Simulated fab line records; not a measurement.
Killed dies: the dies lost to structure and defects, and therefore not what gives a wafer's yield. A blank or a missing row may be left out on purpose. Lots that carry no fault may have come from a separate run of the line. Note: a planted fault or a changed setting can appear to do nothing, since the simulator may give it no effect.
A struck lot beside a sound one | flow n5_finfet | 22 steps out of a route of 1938
Sound: these wafers, L380.1, L380.4, L380.5. Wafers L378.3, L378.4, L378.6 were the ones struck. Last of all comes the cause.
Order at every step that has rows: each side's tool, ch and its chambers, its first start. Under that, the readings that differ: sound wafers | struck wafers | difference of the means | sigmas: that difference in standard deviations of wafers without a fault.
alike: readings whose means differ by less than 2 such deviations, and words and numbers that are the same on both sides. not compared: withheld readings, readings that some wafer has no value for, bounds like >300 that may hide the same value, and numbers for which the record gives no deviation and whose values overlap.
A row with sigmas, a row that says differs or no value, or rows on one side alone: a step with any of these is where the two part. When numbers do not overlap yet have no deviation, they are printed without sigmas and do not part them. Lack of a reading on every wafer of one side parts them only where that side has two or more wafers.

first, 9 steps without rows for these wafers: N5_DUMMY_GATE_COAT_09 (resist thk 30 nm); N5_DUMMY_GATE_EBR_11; N5_DUMMY_GATE_SOFTBAKE_10 (time 60 s); N5_DUMMY_GATE_EXPOSE_12 (exposes mask GATE, target cd 25 nm); N5_DUMMY_GATE_PEB_13 (peb time 60 s); N5_DUMMY_GATE_DEVELOP_14 (develop time 30 s); N5_DUMMY_GATE_DESCUM_20 (chemistry O2, time 6.2 s); N5_DUMMY_GATE_ETCH_29 (etches underlayer in N2/H2, target depth 13 nm); N5_DUMMY_GATE_ETCH_36 (etches SiARC in CF4, target depth 13 nm).
N5_DUMMY_GATE_ETCH_37: etches SOC in N2/H2, target depth 60 nm, overetch 30 nm.
  sound on rie_diel-03 ch 1,2, day 8 12:05; struck on rie_diel-01 ch 2,3, day 7 23:32
  reading                                       | sound             | struck            | difference | sigmas
  rf_fwd_power_W (W)                            | 832 832 833       | 630 624 626       | -206       | -49
  rf_vpp_V (V)                                  | 523.7 520.1 524.8 | 571.3 577.6 576.5 | +52.3      | +22
  model.SiARC_of_DUMMY_GATE_COAT_35.thk_nm (nm) | 5 4.8 5           | 5.6 5.8 5.8       | +0.8       |
  alike: drypump_motor_current_A, oes_product_au, showerhead_plenum_p_Torr, throttle_valve_pct
  not compared: rf_hours_counter_h
then, 2 steps without rows for these wafers: N5_DUMMY_GATE_STRIP_38 (strips in N2/H2); N5_DUMMY_GATE_STRIP_39 (strips in N2/H2).
N5_DUMMY_GATE_TRIM_49: chemistry O2, time 29 s, target cd 14 nm.
  sound on rie_si-01 ch 0,1,2, day 8 12:10; struck on rie_si-04 ch 0,1,2, day 7 23:37
  alike: drypump_motor_current_A, oes_product_au, throttle_valve_pct
  not compared: rf_hours_counter_h, model.DUMMY_GATE.cd_nm
then, 6 steps without rows for these wafers: N5_DUMMY_GATE_STRIP_40 (strips in CF4); N5_DUMMY_GATE_ETCH_31 (etches SiO2 in C4F6/O2, target depth 82.5 nm, time 27.5 s); N5_DUMMY_GATE_STRIP_41 (strips in O2); N5_DUMMY_GATE_HM_OPEN_21 (chemistry CH3F/O2, target SiNx, target depth 120 nm, time 171.4 s); N5_DUMMY_GATE_ETCH_32 (etches SiO2 in CF4, target depth 3.5 nm, time 3.9 s); N5_DUMMY_GATE_ETCH_23 (etches poly-Si in HBr/Cl2/O2, target depth 41 nm, time 22.3 s).
N5_DUMMY_GATE_ETCH_44: etches poly-Si in HBr/O2, stops on SiO2, target depth 127.5 nm.
  sound on rie_si-03 ch 1,3, day 8 12:43; struck on rie_si-03 ch 1,2,3, day 8 00:23
  alike: drypump_motor_current_A, oes_product_au, rf_fwd_power_W, throttle_valve_pct
  not compared: rf_hours_counter_h, model.DUMMY_GATE.cd_nm
-- a jump in the record: the struck wafers' starts before and after are 6 days apart (it breaks off in module DUMMY_GATE and resumes in module BEOL_M4, where the first step shown is number 1111 of the route) --
N5_BEOL_M4_RC_MEAS_101:
  sound on prober-02 ch 0, day 14 07:40; struck on prober-01 ch 0, day 14 07:25
  alike: DIBL_N, DIBL_P, IOFF_N, IOFF_P, ION_N, ION_P, SS_N, SS_P, VT_N, VT_P
after that, 1 step had no rows for these wafers: N5_PASSIVATION_PROBE_49.

== WHERE THEY PART ==
Only at N5_DUMMY_GATE_ETCH_37, within this record. Later steps at which nothing parts them and some readings are alike: N5_DUMMY_GATE_TRIM_49, N5_DUMMY_GATE_ETCH_44, N5_BEOL_M4_RC_MEAS_101.

WHY: the cause the simulator had injected
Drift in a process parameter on rie_diel-01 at N5_DUMMY_GATE_ETCH_37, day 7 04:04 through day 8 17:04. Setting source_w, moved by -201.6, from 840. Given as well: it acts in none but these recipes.
